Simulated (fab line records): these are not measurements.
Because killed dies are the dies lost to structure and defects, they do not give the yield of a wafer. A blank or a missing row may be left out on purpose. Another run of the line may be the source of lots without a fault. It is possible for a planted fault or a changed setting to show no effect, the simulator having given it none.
fab line records -- flow n5_finfet
record: lots: 9, wafers: 26, last_day: 19
route steps=1938 shown BEOL_M3@1007 BEOL_M4@1023 PASSIVATION@1936
lots untouched by any fault: they come from a run of this same line in which no faults occurred
start_h: start of the lot's first displayed wafer, in hours after the record's first day -- wait_h: hours since the lot's step before -- " the same as in the row above -- L1.1+2: a row that stands for several wafers -- - no value, or no start given -- * or withheld: withheld -- < > ~ a bound
route shown NAME@n: NAME is a module with steps in the file, n the number in the route of the first one -- usual: average and standard deviation across the fault-free wafers -- same: alike in all rows -- chamber/n: place in a boat -- sites: per-site readings -- _std_site: the standard deviation of these -- _edge_site: the outer-site mean with the inner-site mean subtracted -- radius_mm: how far each site lies from the wafer's centre -- mask NAME#n: copy n -- behind: the last tool/chamber to shape the wafer -- hold: cause of the lot's hold/its duration in hours/its outcome -- device: which transistor (n, p or np) failed to switch -- end of line: the route-end tests of the same wafers -- where a step has no rows: the recipe by itself -- killed: at the first sort, the dies lost to defects and structure; wafer yield is something else -- map: a wafer's dies, x killed, . not, _ none there
set.NAME: the setting the step ran with; set.NAME@STEP: the setting that earlier step ran with -- model.NAME: the simulator's own value behind a step, which no gauge read
the route's steps for a sample of lots (tables are steps, rows are wafers)
services: when a tool's chamber went out of use (start_h, in hours from the record's first day, below 0 if earlier), for how many hours, and the reason
== steps ==
step: N5_BEOL_M3_ANNEAL_93
recipe: temp_c: 400, time_s: 240, ambient: vacuum
usual: heater_power_w: 817/81
lot.wafer,tool,chamber,start_h,wait_h,heater_power_w
L576.2,pvd_sputter-02,-,145.57,0.0,851
L576.3,pvd_sputter-02,-,145.57,0.0,850
L576.4,pvd_sputter-02,-,145.57,0.0,853
L578.2,pvd_sputter-03,-,154.16,0.0,898
L578.3,pvd_sputter-03,-,154.16,0.0,854
L578.5,pvd_sputter-03,-,154.16,0.0,838
L580.1,pvd_sputter-03,-,189.84,0.0,817
L580.3,pvd_sputter-03,-,189.84,0.0,905
L580.4,pvd_sputter-03,-,189.84,0.0,867
L584.2,pvd_sputter-02,-,215.47,0.0,852
L584.4,pvd_sputter-02,-,215.47,0.0,870
L584.5,pvd_sputter-02,-,215.47,0.0,876
L586.2,pvd_sputter-02,-,226.35,0.0,603
L586.3,pvd_sputter-02,-,226.35,0.0,881
L586.4,pvd_sputter-02,-,226.35,0.0,868
L587.1,pvd_sputter-03,-,228.69,0.0,826
L587.2,pvd_sputter-03,-,228.69,0.0,782
L587.3,pvd_sputter-03,-,228.69,0.0,864
L590.2,pvd_sputter-03,-,256.59,0.0,861
L590.3,pvd_sputter-03,-,256.59,0.0,793
L590.5,pvd_sputter-03,-,256.59,0.0,830
L599.3,pvd_sputter-01,-,305.88,0.0,844
L599.6,pvd_sputter-01,-,305.88,0.0,841
L598.4,pvd_sputter-03,-,309.95,0.0,914
L598.5,pvd_sputter-03,-,309.95,0.0,859
L598.6,pvd_sputter-03,-,309.95,0.0,827
step: N5_BEOL_M3_ANNEAL_51
recipe: temp_c: 225, time_s: 90, ambient: N2
usual: wafer_temp_C_max: 226.5/0.42
lot.wafer,tool,chamber,start_h,wait_h,wafer_temp_C_max
L576.2,rtp_anneal-02,0,147.01,0.9,226.4
L576.3,rtp_anneal-02,0,147.01,0.9,226.4
L576.4,rtp_anneal-02,0,147.01,0.9,226.0
L578.2,rtp_anneal-02,0,154.76,0.1,226.7
L578.3,rtp_anneal-02,0,154.76,0.1,226.9
L578.5,rtp_anneal-02,0,154.76,0.1,227.3
L580.1,rtp_anneal-01,0,190.39,0.1,226.5
L580.3,rtp_anneal-01,0,190.39,0.1,226.1
L580.4,rtp_anneal-01,0,190.39,0.1,226.3
L584.2,rtp_anneal-02,0,216.07,0.1,226.8
L584.4,rtp_anneal-02,0,216.07,0.1,226.9
L584.5,rtp_anneal-02,0,216.07,0.1,226.8
L586.2,rtp_anneal-02,0,226.95,0.1,226.6
L586.3,rtp_anneal-02,0,226.95,0.1,226.5
L586.4,rtp_anneal-02,0,226.95,0.1,226.7
L587.1,rtp_anneal-01,0,229.24,0.1,226.4
L587.2,rtp_anneal-01,0,229.24,0.1,226.1
L587.3,rtp_anneal-01,0,229.24,0.1,226.4
L590.2,rtp_anneal-01,0,257.19,0.1,226.0
L590.3,rtp_anneal-01,0,257.19,0.1,226.1
L590.5,rtp_anneal-01,0,257.19,0.1,226.0
L599.3,rtp_anneal-02,0,306.52,0.1,226.7
L599.6,rtp_anneal-02,0,306.52,0.1,226.3
L598.4,rtp_anneal-02,0,310.64,0.2,227.1
L598.5,rtp_anneal-02,0,310.64,0.2,226.8
L598.6,rtp_anneal-02,0,310.64,0.2,226.5
step: N5_BEOL_M3_CO_CAP_55
recipe: material: Co, target_thk_a: 20, temp_c: 200, precursor: CCTBA/H2, pressure_torr: 30, time_s: 102.1
usual: heater_power_w: 238/18
lot.wafer,tool,chamber,start_h,wait_h,heater_power_w
L576.2,cvd_co-02,2,147.64,0.0,237
L576.3,cvd_co-02,0,147.64,0.0,241
L576.4,cvd_co-02,0,147.64,0.0,237
L578.2,cvd_co-02,0,155.38,0.0,245
L578.3,cvd_co-02,2,155.38,0.0,240
L578.5,cvd_co-02,0,155.38,0.0,242
L580.1,cvd_co-01,2,191.06,0.0,222
L580.3,cvd_co-01,0,191.06,0.0,279
L580.4,cvd_co-01,2,191.06,0.0,230
L584.2,cvd_co-02,1,216.70,0.0,223
L584.4,cvd_co-02,2,216.70,0.0,247
L584.5,cvd_co-02,0,216.70,0.0,246
L586.2,cvd_co-01,2,227.58,0.0,224
L586.3,cvd_co-01,0,227.58,0.0,272
L586.4,cvd_co-01,0,227.58,0.0,274
L587.1,cvd_co-02,0,229.95,0.0,247
L587.2,cvd_co-02,2,229.95,0.0,241
L587.3,cvd_co-02,1,229.95,0.0,224
L590.2,cvd_co-01,0,258.29,0.0,280
L590.3,cvd_co-01,1,258.29,0.0,218
L590.5,cvd_co-01,2,258.29,0.0,229
L599.3,cvd_co-01,1,307.10,0.0,226
L599.6,cvd_co-01,0,307.10,0.0,277
L598.4,cvd_co-01,0,311.23,0.0,271
L598.5,cvd_co-01,2,311.23,0.0,226
L598.6,cvd_co-01,1,311.23,0.0,223
step: N5_BEOL_M3_INSPECT_59
recipe: inspect_instrument: darkfield, mode: post_dep
usual: raw_defect_count: 82/24
lot.wafer,tool,chamber,start_h,wait_h,raw_defect_count
L576.2,defect_inspect-02,-,147.85,0.0,77
L576.3,defect_inspect-02,-,147.85,0.0,78
L576.4,defect_inspect-02,-,147.85,0.0,86
L578.2,defect_inspect-01,-,155.59,0.0,121
L578.3,defect_inspect-01,-,155.59,0.0,128
L578.5,defect_inspect-01,-,155.59,0.0,136
L580.1,defect_inspect-02,-,191.27,0.0,94
L580.3,defect_inspect-02,-,191.27,0.0,73
L580.4,defect_inspect-02,-,191.27,0.0,87
L584.2,defect_inspect-02,-,216.91,0.0,87
L584.4,defect_inspect-02,-,216.91,0.0,144
L584.5,defect_inspect-02,-,216.91,0.0,114
L586.2,defect_inspect-02,-,227.79,0.0,124
L586.3,defect_inspect-02,-,227.79,0.0,89
L586.4,defect_inspect-02,-,227.79,0.0,87
L587.1,defect_inspect-01,-,230.16,0.0,79
L587.2,defect_inspect-01,-,230.16,0.0,47
L587.3,defect_inspect-01,-,230.16,0.0,50
L590.2,defect_inspect-01,-,258.50,0.0,64
L590.3,defect_inspect-01,-,258.50,0.0,73
L590.5,defect_inspect-01,-,258.50,0.0,100
L599.3,defect_inspect-01,-,307.31,0.0,418
L599.6,defect_inspect-01,-,307.31,0.0,93
L598.4,defect_inspect-01,-,311.53,0.0,71
L598.5,defect_inspect-01,-,311.53,0.0,38
L598.6,defect_inspect-01,-,311.53,0.0,429
step: N5_BEOL_M4_PECVD_72
recipe: material: SiO2, target_thk_a: 160, temp_c: 400, precursor: TEOS/O2, pressure_torr: 5.5, rf_w: 450, teos_flow_sccm: 53.8, gas: O2, flow_sccm: 3000, time_s: 18
usual: heater_power_w: 661/100, showerhead_plenum_p_Torr: 8.77/0.059, showerhead_vpp_V: 1360/57, throttle_valve_pct: 22.4/0.72
lot.wafer,tool,chamber,start_h,wait_h,heater_power_w,showerhead_plenum_p_Torr,showerhead_vpp_V,throttle_valve_pct
L576.2,pecvd-04,0,147.99,0.0,816,8.83,1448,22.2
L576.3,pecvd-04,1,147.99,0.0,585,8.85,1431,23.1
L576.4,pecvd-04,0,147.99,0.0,825,8.83,1459,22.7
L578.2,pecvd-02,2,155.73,0.0,453,8.62,1356,22.2
L578.3,pecvd-02,1,155.73,0.0,734,8.74,1312,23.4
L578.5,pecvd-02,2,155.73,0.0,445,8.65,1345,22.1
L580.1,pecvd-02,1,191.41,0.0,706,8.74,1292,23.7
L580.3,pecvd-02,0,191.41,0.0,581,8.80,1384,21.6
L580.4,pecvd-02,0,191.41,0.0,565,8.82,1379,21.8
L584.2,pecvd-01,0,217.05,0.0,632,8.71,1354,21.2
L584.4,pecvd-01,2,217.05,0.0,628,8.76,1305,22.5
L584.5,pecvd-01,1,217.05,0.0,568,8.77,1288,22.8
L586.2,pecvd-04,0,227.95,0.0,849,8.85,1428,22.6
L586.3,pecvd-04,1,227.95,0.0,678,8.82,1433,22.9
L586.4,pecvd-04,0,227.95,0.0,867,8.82,1443,22.9
L587.1,pecvd-02,0,230.32,0.0,663,8.79,1366,21.9
L587.2,pecvd-02,1,230.32,0.0,645,8.74,1289,23.4
L587.3,pecvd-02,0,230.32,0.0,680,8.80,1390,21.6
L590.2,pecvd-02,2,258.64,0.0,547,8.62,1354,21.5
L590.3,pecvd-02,0,258.64,0.0,540,8.81,1380,21.6
L590.5,pecvd-02,1,258.64,0.0,744,8.74,1310,23.6
L599.3,pecvd-02,0,307.45,0.0,670,8.82,1371,21.7
L599.6,pecvd-02,1,307.45,0.0,722,8.77,1278,23.6
L598.4,pecvd-04,1,311.69,0.1,619,8.84,1429,23.0
L598.5,pecvd-04,2,311.69,0.1,620,8.75,1331,22.2
L598.6,pecvd-04,0,311.69,0.1,865,8.84,1434,22.4
step: N5_BEOL_M4_INSPECT_13
recipe: mode: adi, inspect_instrument: brightfield
usual: raw_defect_count: 455/84
lot.wafer,tool,chamber,start_h,wait_h,raw_defect_count
L576.2,defect_inspect-02,-,149.15,0.0,316
L576.3,defect_inspect-02,-,149.15,0.0,367
L576.4,defect_inspect-02,-,149.15,0.0,358
L578.2,defect_inspect-01,-,157.06,0.0,529
L578.3,defect_inspect-01,-,157.06,0.0,656
L578.5,defect_inspect-01,-,157.06,0.0,434
L580.1,defect_inspect-02,-,192.57,0.1,600
L580.3,defect_inspect-02,-,192.57,0.1,527
L580.4,defect_inspect-02,-,192.57,0.1,459
L584.2,defect_inspect-02,-,218.90,0.0,504
L584.4,defect_inspect-02,-,218.90,0.0,541
L584.5,defect_inspect-02,-,218.90,0.0,410
L586.2,defect_inspect-01,-,229.36,0.0,420
L586.3,defect_inspect-01,-,229.36,0.0,458
L586.4,defect_inspect-01,-,229.36,0.0,369
L587.1,defect_inspect-01,-,232.83,0.1,410
L587.2,defect_inspect-01,-,232.83,0.1,395
L587.3,defect_inspect-01,-,232.83,0.1,402
L590.2,defect_inspect-02,-,261.32,0.0,476
L590.3,defect_inspect-02,-,261.32,0.0,542
L590.5,defect_inspect-02,-,261.32,0.0,602
L599.3,defect_inspect-02,-,308.04,0.0,855
L599.6,defect_inspect-02,-,308.04,0.0,435
L598.4,defect_inspect-01,-,314.24,0.0,370
L598.5,defect_inspect-01,-,314.24,0.0,260
L598.6,defect_inspect-01,-,314.24,0.0,764
step: N5_BEOL_M4_INSPECT_30
recipe: mode: adi, inspect_instrument: brightfield
usual: raw_defect_count: 456/83
lot.wafer,tool,chamber,start_h,wait_h,raw_defect_count
L576.2,defect_inspect-01,-,150.03,0.0,290
L576.3,defect_inspect-01,-,150.03,0.0,342
L576.4,defect_inspect-01,-,150.03,0.0,323
L578.2,defect_inspect-01,-,158.26,0.2,545
L578.3,defect_inspect-01,-,158.26,0.2,622
L578.5,defect_inspect-01,-,158.26,0.2,420
L580.1,defect_inspect-01,-,193.44,0.1,555
L580.3,defect_inspect-01,-,193.44,0.1,437
L580.4,defect_inspect-01,-,193.44,0.1,427
L584.2,defect_inspect-02,-,219.79,0.0,488
L584.4,defect_inspect-02,-,219.79,0.0,558
L584.5,defect_inspect-02,-,219.79,0.0,421
L586.2,defect_inspect-01,-,230.37,0.0,419
L586.3,defect_inspect-01,-,230.37,0.0,452
L586.4,defect_inspect-01,-,230.37,0.0,377
L587.1,defect_inspect-01,-,233.81,0.1,384
L587.2,defect_inspect-01,-,233.81,0.1,396
L587.3,defect_inspect-01,-,233.81,0.1,416
L590.2,defect_inspect-01,-,262.25,0.0,435
L590.3,defect_inspect-01,-,262.25,0.0,503
L590.5,defect_inspect-01,-,262.25,0.0,563
L599.3,defect_inspect-01,-,309.05,0.0,780
L599.6,defect_inspect-01,-,309.05,0.0,407
L598.4,defect_inspect-02,-,315.83,0.0,423
L598.5,defect_inspect-02,-,315.83,0.0,273
L598.6,defect_inspect-02,-,315.83,0.0,811
step: N5_BEOL_M4_RC_MEAS_101
usual: DIBL_N: 36.2/1.2, DIBL_P: 36.3/1.3, IOFF_N: 0.155/0.019, IOFF_P: 0.210/0.029, ION_N: 677/8.6, ION_P: 465/6.8, SS_N: 71.4/0.48, SS_P: 73.2/0.53, VT_N: 249.9/2.4, VT_P: -250/3.2
lot.wafer,tool,chamber,start_h,wait_h,DIBL_N[mV/V],DIBL_P[mV/V],IOFF_N[nA/um],IOFF_P[nA/um],ION_N[uA/um],ION_P[uA/um],SS_N[mV/dec],SS_P[mV/dec],VT_N[mV],VT_P[mV]
L576.2,prober-02,0,158.43,0.2,36.5,36.8,0.157,0.199,672,464,71.7,72.9,250.5,-252
L576.3,prober-02,0,158.43,0.2,36.3,36.4,0.153,0.198,673,459,71.1,73.6,251.6,-250
L576.4,prober-02,0,158.43,0.2,37.5,37.9,0.178,0.220,685,469,71.9,72.6,249.3,-250
L578.2,prober-02,0,164.57,0.2,35.9,36.3,0.161,0.233,680,471,71.5,73.6,247.7,-247
L578.3,prober-02,0,164.57,0.2,35.5,36.4,0.155,0.227,690,476,70.4,72.9,246.8,-247
L578.5,prober-02,0,164.57,0.2,35.7,36.2,0.155,0.229,681,472,70.8,73.7,246.7,-248
L580.1,prober-02,0,199.88,0.0,35.7,36.0,0.144,0.215,671,463,71.6,73.4,251.6,-249
L580.3,prober-02,0,199.88,0.0,37.4,38.4,0.182,0.245,678,469,70.9,74.0,246.6,-247
L580.4,prober-02,0,199.88,0.0,37.0,37.4,0.166,0.222,666,464,71.0,73.7,249.5,-248
L584.2,prober-02,0,233.38,0.2,35.4,35.1,0.155,0.235,679,473,71.8,73.3,247.3,-246
L584.4,prober-02,0,233.38,0.2,36.1,35.5,0.165,0.245,683,477,71.8,73.4,248.0,-244
L584.5,prober-02,0,233.38,0.2,35.5,35.5,0.158,0.257,671,474,71.6,73.4,248.7,-244
L586.2,prober-01,0,245.08,0.2,34.4,33.4,0.117,0.192,669,470,70.6,72.5,253.2,-245
L586.3,prober-01,0,245.08,0.2,36.1,36.1,0.154,0.227,680,474,71.4,73.4,250.9,-247
L586.4,prober-01,0,245.08,0.2,37.6,37.4,0.181,0.253,684,470,71.6,74.0,246.6,-247
L587.1,prober-01,0,253.57,0.0,35.5,35.8,0.165,0.222,687,467,71.0,73.1,245.4,-249
L587.2,prober-01,0,253.57,0.0,37.7,37.8,0.204,0.267,678,470,71.8,73.8,246.3,-248
L587.3,prober-01,0,253.57,0.0,35.9,35.3,0.152,0.218,678,469,71.9,73.3,252.4,-250
L590.2,prober-02,0,273.99,0.2,35.4,37.3,0.158,0.225,674,462,71.5,74.0,251.2,-249
L590.3,prober-02,0,273.99,0.2,34.9,36.4,0.147,0.215,675,469,71.8,73.4,249.0,-249
L590.5,prober-02,0,273.99,0.2,35.6,37.5,0.172,0.238,680,472,70.5,73.7,248.5,-246
L599.3,prober-02,0,323.09,0.3,36.9,35.5,0.159,0.188,673,459,71.7,72.8,250.4,-251
L599.6,prober-02,0,323.09,0.3,37.4,36.0,0.164,0.199,674,458,71.9,73.6,249.7,-252
L598.4,prober-02,0,329.51,0.5,36.7,36.1,0.170,0.206,676,466,71.5,73.0,247.0,-251
L598.5,prober-02,0,329.51,0.5,36.6,35.9,0.166,0.199,676,461,70.6,73.5,250.3,-252
L598.6,prober-02,0,329.51,0.5,37.7,38.0,0.184,0.240,690,471,72.1,73.9,245.6,-249
step: N5_PASSIVATION_PROBE_49
usual: defect_limited_yield: 91.2/1.4, killed_at_M0_to_M3: 34/10, killed_at_M4_up: 13/5.1, killed_at_contacts: 12/6.5, killed_at_front_end: 41/11, killed_at_other: 4/3.3, killed_dies: 104/16, killed_open: 69/13, killed_short: 33/7, sort_bin_5_function: 5.1/0.91, sort_bin_6_memory: 3.3/0.69, sort_n_pass: 1076/16, sort_yield_pct: 91.2/1.4
same: gross_dies: 1180, killed_at_back_side: 0, sort_bin_4_leakage[%]: 0, sort_bin_8_speed[%]: 0
lot.wafer,tool,chamber,start_h,wait_h,defect_limited_yield[%],killed_at_M0_to_M3,killed_at_M4_up,killed_at_contacts,killed_at_front_end,killed_at_other,killed_dies,killed_open,killed_short,sort_bin_5_function[%],sort_bin_6_memory[%],sort_n_pass,sort_yield_pct[%]
L599.3,prober-01,-,428.49,0.8,83.6,130,10,7,40,6,193,59,24,10.3,4.6,987,83.6
L599.6,prober-01,-,428.64,1.0,90.8,33,13,11,48,4,109,81,26,5.3,3.6,1071,90.8
L598.4,prober-01,-,446.91,0.2,89.1,31,10,21,62,5,129,87,42,7.1,3.6,1051,89.1
L598.5,prober-01,-,446.96,0.2,90.8,23,17,25,36,7,108,71,37,6.3,2.7,1072,90.8
L598.6,prober-01,-,447.01,0.3,79.7,156,16,9,38,21,240,78,49,12.1,6.6,940,79.7
killed by level:class
L599.3 BEOL_M3:unspecified=108 STI_FIN_REVEAL:geometric_particle:open=12 FIN_SAQP:geometric_particle:open=9 BEOL_M1:geometric_particle:open=8 MOL_CONTACT_COAG:geometric_particle:open=7 FIN_SAQP:geometric_particle:short=6 GATE_CUT:geometric_particle:short=6 BEOL_M3:geometric_particle:open=4
L599.6 FIN_SAQP:geometric_particle:open=11 MOL_CONTACT_COAG:geometric_particle:open=10 GATE_CUT:geometric_particle:open=8 BEOL_M0:geometric_particle:open=8 BEOL_M1:geometric_particle:open=8 DUMMY_GATE:geometric_particle:open=7 GATE_CUT:geometric_particle:short=7 BEOL_M4:geometric_particle:open=5
L598.4 STI_FIN_REVEAL:geometric_particle:open=20 FIN_SAQP:geometric_particle:open=16 MOL_CONTACT_COAG:geometric_particle:open=16 BEOL_M3:geometric_particle:open=7 BEOL_M2:geometric_particle:short=6 FIN_SAQP:geometric_particle:short=5 MOL_CONTACT_COAG:geometric_particle:short=5 BEOL_M0:geometric_particle:open=5
L598.5 MOL_CONTACT_COAG:geometric_particle:open=16 FIN_SAQP:geometric_particle:open=10 MOL_CONTACT_COAG:geometric_particle:short=9 FIN_SAQP:geometric_particle:short=8 BEOL_M5:geometric_particle:open=6 BEOL_M4:geometric_particle:open=5 STI_FIN_REVEAL:geometric_particle:open=4 BEOL_M1:geometric_particle:open=4
L598.6 BEOL_M3:unspecified=113 FIN_SAQP:geometric_particle:open=11 BEOL_M3:geometric_particle:open=9 BEOL_M1:geometric_particle:open=8 FIN_SAQP:geometric_particle:short=7 BEOL_M0_SAQP:geometric_particle:open=7 MOL_CONTACT_COAG:geometric_particle:open=7 MIM_TOP:geometric_particle:open=6
== services ==
tool,chamber,start_h,hours,kind
pecvd-01,0,130.82,18.9,repair
rtp_anneal-01,-,145.39,6.2,pm
pvd_sputter-01,-,146.86,5.2,repair
pecvd-01,2,152.71,5.5,scheduled_down
pecvd-04,-,158.24,2.8,pm
pecvd-01,-,168.97,1.6,repair
pecvd-04,-,184.15,6.0,pm
cvd_co-02,-,185.61,0.4,repair
cvd_co-02,2,198.84,5.5,repair
pecvd-02,2,202.38,-,clean
pecvd-02,2,202.38,-,consumable_replace:showerhead
pecvd-02,2,202.38,29.0,scheduled_down
pecvd-02,2,202.38,29.0,vent_cycle
cvd_co-01,-,216.40,0.4,repair
cvd_co-01,-,247.49,6.9,pm
pecvd-04,-,288.27,0.8,pm
pecvd-02,-,307.65,14.6,pm
pecvd-01,-,308.01,1.3,repair
== key ==
first_sign: step: N5_BEOL_M3_INSPECT_59, reading: raw_defect_count, direction: up, sigmas: 14, usual: 82, struck: 424
effect: step: N5_BEOL_M4_INSPECT_13, reading: raw_defect_count, direction: up, sigmas: 4.2, usual: 455, struck: 810
effect: step: N5_BEOL_M4_INSPECT_30, reading: raw_defect_count, direction: up, sigmas: 4.1, usual: 456, struck: 796
effect: step: N5_PASSIVATION_PROBE_49, reading: killed_at_M0_to_M3, direction: up, sigmas: 10, usual: 34, struck: 143
more_kills_born_at: N5_BEOL_M3_CO_CAP_55@cvd_co-01: 221
met_at N5_BEOL_M3_CO_CAP_55
struck_lots L598,L599
struck_wafers L598.6,L599.3
not_acting_at N5_BEOL_M3_ANNEAL_93,N5_BEOL_M3_ANNEAL_51,N5_BEOL_M4_PECVD_72
onset_between 258.29 307.10
fault: kind: chamber_particle_source, tool: cvd_co-01, chamber: 1, onset_h: 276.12, steps: N5_BEOL_M3_CO_CAP_55, rate_per_visit_cm2: 0.55678
